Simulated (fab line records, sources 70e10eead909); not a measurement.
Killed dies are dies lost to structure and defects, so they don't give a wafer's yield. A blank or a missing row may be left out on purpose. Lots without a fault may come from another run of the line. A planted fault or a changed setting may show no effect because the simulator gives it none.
Chamber matching | flow nand_harc | NHARC_A_CHANNEL_FILL_D1_ALD_02 on ald_hk-04: 4 sister chambers
The step deposits SiO2, target thk 6 nm, pulse time 10 s, ald cycles 60. 8 wafers are shown with their chamber, then 9 later ones without.

WAFERS WITH THEIR CHAMBER
wafer  | chamber | heater_power_w (W) | heater_power_outer_w (W)
L081.2 | 0       | 466                | 249
L084.3 | 2       | 459                | 262
L084.4 | 0       | 462                | 250
L083.3 | 2       | 452                | 260
L083.5 | 1       | 432                | 236
L086.2 | 1       | 445                | 233
L086.3 | 3       | 433                | 240
L086.5 | 3       | 438                | 237

WAFERS WITHOUT THEIR CHAMBER
wafer  | heater_power_w (W) | heater_power_outer_w (W)
L089.3 | 452                | 238
L089.5 | 463                | 247
L089.6 | 444                | 233
L097.1 | 448                | 235
L097.2 | 468                | 249
L097.6 | 441                | 239
L095.1 | 465                | 249
L095.3 | 436                | 237
L095.5 | 440                | 242

WHICH CHAMBER EACH WENT THROUGH
wafer  | from the rows above     | in truth
L089.3 | can't be placed: 3 or 1 | 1
L089.5 | 0                       | 0
L089.6 | 1                       | 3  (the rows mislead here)
L097.1 | can't be placed: 1 or 3 | 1
L097.2 | 0                       | 0
L097.6 | can't be placed: 3 or 1 | 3
L095.1 | 0                       | 0
L095.3 | can't be placed: 3 or 1 | 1
L095.5 | 3                       | 3
Placed correctly: 4 of 9. Can't be placed from these rows: 4 (the true chamber is among the candidates in 4). Placed wrongly: 1.
How it was worked out, from the rows above alone: a wafer's distance from a chamber is the root of the sum, over the readings, of the square of ((its reading less the chamber's mean) divided by the reading's scatter). The wafer belongs to the nearest chamber; if the next one is less than 2 further off, it can't be placed. A chamber's mean is the mean of its shown wafers. The scatter: the root of (the sum of the squares of (reading less its chamber's mean) over the shown wafers, divided by (wafers less chambers)).
